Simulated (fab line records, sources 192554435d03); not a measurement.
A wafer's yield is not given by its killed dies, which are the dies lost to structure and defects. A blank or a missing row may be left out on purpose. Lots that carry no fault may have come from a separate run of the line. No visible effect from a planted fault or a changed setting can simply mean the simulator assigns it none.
Split-lot study :: flow n5_finfet :: route with 1938 steps; 7 lots, 39 wafers read

THE SPLIT ITSELF
At N5_BEOL_M11_ILD_DEP_00 (deposits SiCOH lowk from DEMS/porogen, target thk 308.51 nm, time 58 s), the setting target_thk_a was moved away from the recipe's 3085.1 angstrom on 9 of the 39 wafers read, by -59.6% to +23.8%. The other wafers ran this setting at the recipe's value.

THE PATH FROM SPLIT TO READING: the file shows 1 step between them
- N5_BEOL_M11_CURE_71: cures SiCOH lowk, time 240 s

THE READING
M11_ILD_THK (nm), taken at N5_BEOL_M11_THK_MEAS_01. Typical for fault-free wafers on this fab line: 268 nm, with standard deviation 3 nm.

wafer: L075.1
tool, chamber at the split: pecvd-04, 1
target_thk_a as run, angstrom: 1246
against the recipe: -59.6%
M11_ILD_THK, nm: 107
against lot-mates on the recipe: -162

wafer: L075.2
tool, chamber at the split: pecvd-04, 0
target_thk_a as run, angstrom: 1246
against the recipe: -59.6%
M11_ILD_THK, nm: 107
against lot-mates on the recipe: -162

wafer: L075.3
tool, chamber at the split: pecvd-04, 2
target_thk_a as run, angstrom: 1246
against the recipe: -59.6%
M11_ILD_THK, nm: 106
against lot-mates on the recipe: -163

wafer: L075.4
tool, chamber at the split: pecvd-04, 0
target_thk_a as run, angstrom: 3085.1
against the recipe: recipe
M11_ILD_THK, nm: 267
against lot-mates on the recipe: -

wafer: L075.5
tool, chamber at the split: pecvd-04, 2
target_thk_a as run, angstrom: 3085.1
against the recipe: recipe
M11_ILD_THK, nm: 271
against lot-mates on the recipe: -

wafer: L075.6
tool, chamber at the split: pecvd-04, 1
target_thk_a as run, angstrom: 3085.1
against the recipe: recipe
M11_ILD_THK, nm: 268
against lot-mates on the recipe: -

wafer: L076.2
tool, chamber at the split: pecvd-01, 1
target_thk_a as run, angstrom: 3085.1
against the recipe: recipe
M11_ILD_THK, nm: 266
against lot-mates on the recipe: -

wafer: L076.4
tool, chamber at the split: pecvd-01, 0
target_thk_a as run, angstrom: 3085.1
against the recipe: recipe
M11_ILD_THK, nm: 269
against lot-mates on the recipe: -

wafer: L076.6
tool, chamber at the split: pecvd-01, 1
target_thk_a as run, angstrom: 3085.1
against the recipe: recipe
M11_ILD_THK, nm: 268
against lot-mates on the recipe: -

wafer: L087.1
tool, chamber at the split: pecvd-04, 1
target_thk_a as run, angstrom: 3818
against the recipe: +23.8%
M11_ILD_THK, nm: 331
against lot-mates on the recipe: +61

wafer: L087.2
tool, chamber at the split: pecvd-04, 0
target_thk_a as run, angstrom: 3085.1
against the recipe: recipe
M11_ILD_THK, nm: 266
against lot-mates on the recipe: -

wafer: L087.3
tool, chamber at the split: pecvd-04, 2
target_thk_a as run, angstrom: 3085.1
against the recipe: recipe
M11_ILD_THK, nm: 267
against lot-mates on the recipe: -

wafer: L087.4
tool, chamber at the split: pecvd-04, 1
target_thk_a as run, angstrom: 3818
against the recipe: +23.8%
M11_ILD_THK, nm: 339
against lot-mates on the recipe: +69

wafer: L087.5
tool, chamber at the split: pecvd-04, 0
target_thk_a as run, angstrom: 3818
against the recipe: +23.8%
M11_ILD_THK, nm: 337
against lot-mates on the recipe: +67

wafer: L087.6
tool, chamber at the split: pecvd-04, 2
target_thk_a as run, angstrom: 3085.1
against the recipe: recipe
M11_ILD_THK, nm: 277
against lot-mates on the recipe: -

wafer: L083.1
tool, chamber at the split: pecvd-04, 2
target_thk_a as run, angstrom: 3085.1
against the recipe: recipe
M11_ILD_THK, nm: 264
against lot-mates on the recipe: -

wafer: L083.2
tool, chamber at the split: pecvd-04, 0
target_thk_a as run, angstrom: 3085.1
against the recipe: recipe
M11_ILD_THK, nm: 263
against lot-mates on the recipe: -

wafer: L083.3
tool, chamber at the split: pecvd-04, 1
target_thk_a as run, angstrom: 3085.1
against the recipe: recipe
M11_ILD_THK, nm: 268
against lot-mates on the recipe: -

wafer: L083.4
tool, chamber at the split: pecvd-04, 1
target_thk_a as run, angstrom: 3085.1
against the recipe: recipe
M11_ILD_THK, nm: 267
against lot-mates on the recipe: -

wafer: L083.5
tool, chamber at the split: pecvd-04, 2
target_thk_a as run, angstrom: 3085.1
against the recipe: recipe
M11_ILD_THK, nm: 270
against lot-mates on the recipe: -

wafer: L083.6
tool, chamber at the split: pecvd-04, 0
target_thk_a as run, angstrom: 3085.1
against the recipe: recipe
M11_ILD_THK, nm: 267
against lot-mates on the recipe: -

wafer: L086.1
tool, chamber at the split: pecvd-04, 0
target_thk_a as run, angstrom: 3085.1
against the recipe: recipe
M11_ILD_THK, nm: 265
against lot-mates on the recipe: -

wafer: L086.2
tool, chamber at the split: pecvd-04, 2
target_thk_a as run, angstrom: 3085.1
against the recipe: recipe
M11_ILD_THK, nm: 263
against lot-mates on the recipe: -

wafer: L086.3
tool, chamber at the split: pecvd-04, 1
target_thk_a as run, angstrom: 3085.1
against the recipe: recipe
M11_ILD_THK, nm: 263
against lot-mates on the recipe: -

wafer: L086.4
tool, chamber at the split: pecvd-04, 2
target_thk_a as run, angstrom: 3085.1
against the recipe: recipe
M11_ILD_THK, nm: 269
against lot-mates on the recipe: -

wafer: L086.5
tool, chamber at the split: pecvd-04, 0
target_thk_a as run, angstrom: 3085.1
against the recipe: recipe
M11_ILD_THK, nm: 265
against lot-mates on the recipe: -

wafer: L086.6
tool, chamber at the split: pecvd-04, 1
target_thk_a as run, angstrom: 3085.1
against the recipe: recipe
M11_ILD_THK, nm: 267
against lot-mates on the recipe: -

wafer: L088.1
tool, chamber at the split: pecvd-03, 1
target_thk_a as run, angstrom: 3085.1
against the recipe: recipe
M11_ILD_THK, nm: 264
against lot-mates on the recipe: -

wafer: L088.2
tool, chamber at the split: pecvd-03, 2
target_thk_a as run, angstrom: 3794
against the recipe: +23.0%
M11_ILD_THK, nm: 330
against lot-mates on the recipe: +62

wafer: L088.3
tool, chamber at the split: pecvd-03, 0
target_thk_a as run, angstrom: 3085.1
against the recipe: recipe
M11_ILD_THK, nm: 268
against lot-mates on the recipe: -

wafer: L088.4
tool, chamber at the split: pecvd-03, 0
target_thk_a as run, angstrom: 3085.1
against the recipe: recipe
M11_ILD_THK, nm: 271
against lot-mates on the recipe: -

wafer: L088.5
tool, chamber at the split: pecvd-03, 2
target_thk_a as run, angstrom: 3794
against the recipe: +23.0%
M11_ILD_THK, nm: 334
against lot-mates on the recipe: +66

wafer: L088.6
tool, chamber at the split: pecvd-03, 1
target_thk_a as run, angstrom: 3794
against the recipe: +23.0%
M11_ILD_THK, nm: 337
against lot-mates on the recipe: +69

wafer: L097.1
tool, chamber at the split: pecvd-03, 0
target_thk_a as run, angstrom: 3085.1
against the recipe: recipe
M11_ILD_THK, nm: 267
against lot-mates on the recipe: -

wafer: L097.2
tool, chamber at the split: pecvd-03, 2
target_thk_a as run, angstrom: 3085.1
against the recipe: recipe
M11_ILD_THK, nm: 266
against lot-mates on the recipe: -

wafer: L097.3
tool, chamber at the split: pecvd-03, 1
target_thk_a as run, angstrom: 3085.1
against the recipe: recipe
M11_ILD_THK, nm: 269
against lot-mates on the recipe: -

wafer: L097.4
tool, chamber at the split: pecvd-03, 2
target_thk_a as run, angstrom: 3085.1
against the recipe: recipe
M11_ILD_THK, nm: 271
against lot-mates on the recipe: -

wafer: L097.5
tool, chamber at the split: pecvd-03, 0
target_thk_a as run, angstrom: 3085.1
against the recipe: recipe
M11_ILD_THK, nm: 272
against lot-mates on the recipe: -

wafer: L097.6
tool, chamber at the split: pecvd-03, 1
target_thk_a as run, angstrom: 3085.1
against the recipe: recipe
M11_ILD_THK, nm: 266
against lot-mates on the recipe: -

THE FIT
A straight line over all 39 wafers: M11_ILD_THK changes by +2.74 nm for each +1% of target_thk_a; r = +1.00; the points scatter about the line by 3.3 nm.
The same after taking each lot's own level away (the mean of its wafers on the recipe; 39 wafers): +2.74 nm for each +1%; r = +1.00; scatter 2.8 nm.
Per that fit: largest target_thk_a move, reading shift of 1.6e+02 nm.
Measured against the standard deviation above, the lots' own levels, which go from 265.3 to 270.0 nm, span 1.6 times it.
Consequently the slope shifts little with the lot-to-lot level, the two slopes agreeing.
Check: with one of the wafers moved furthest among these (-59.6%) left out of the fit, the line predicts -164 nm for it against its lot-mates. It came out at -162 nm against them.

FURTHER SPLITS ON THESE WAFERS
Note: prior to the reading, these wafers also went through further splits. Each is held against what the fit with the lots' levels taken away leaves over:
other split on the same wafers: N5_BEOL_M8_ETCH_62 time_s
wafers away from the commonest value: 18
r with M11_ILD_THK (lot level and that fit taken away): +0.11

THE WHOLE CHAIN: every reading that the file lists as answering this split, in the file's order
step: N5_BEOL_M11_ILD_DEP_00
what it does: deposits SiCOH lowk from DEMS/porogen, target thk 308.51 nm, time 58 s
reading: SiCOH_lowk_of_BEOL_M11_ILD_DEP_00.thk_nm (the simulator's own value, which no gauge read)
change (the file's fit): +3.13 nm for each +1% of the setting
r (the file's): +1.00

step: N5_BEOL_M11_CURE_71
what it does: cures SiCOH lowk, time 240 s
reading: SiCOH_lowk_of_BEOL_M11_ILD_DEP_00.thk_nm (the simulator's own value, which no gauge read)
change (the file's fit): +2.75 nm for each +1% of the setting
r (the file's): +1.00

step: N5_BEOL_M11_THK_MEAS_01
what it does: 
reading: M11_ILD_THK
change (the file's fit): +2.74 for each +1% of the setting
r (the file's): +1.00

FILE'S OWN FIT
M11_ILD_THK changes by +2.74 nm for each +1% of target_thk_a, r = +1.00.
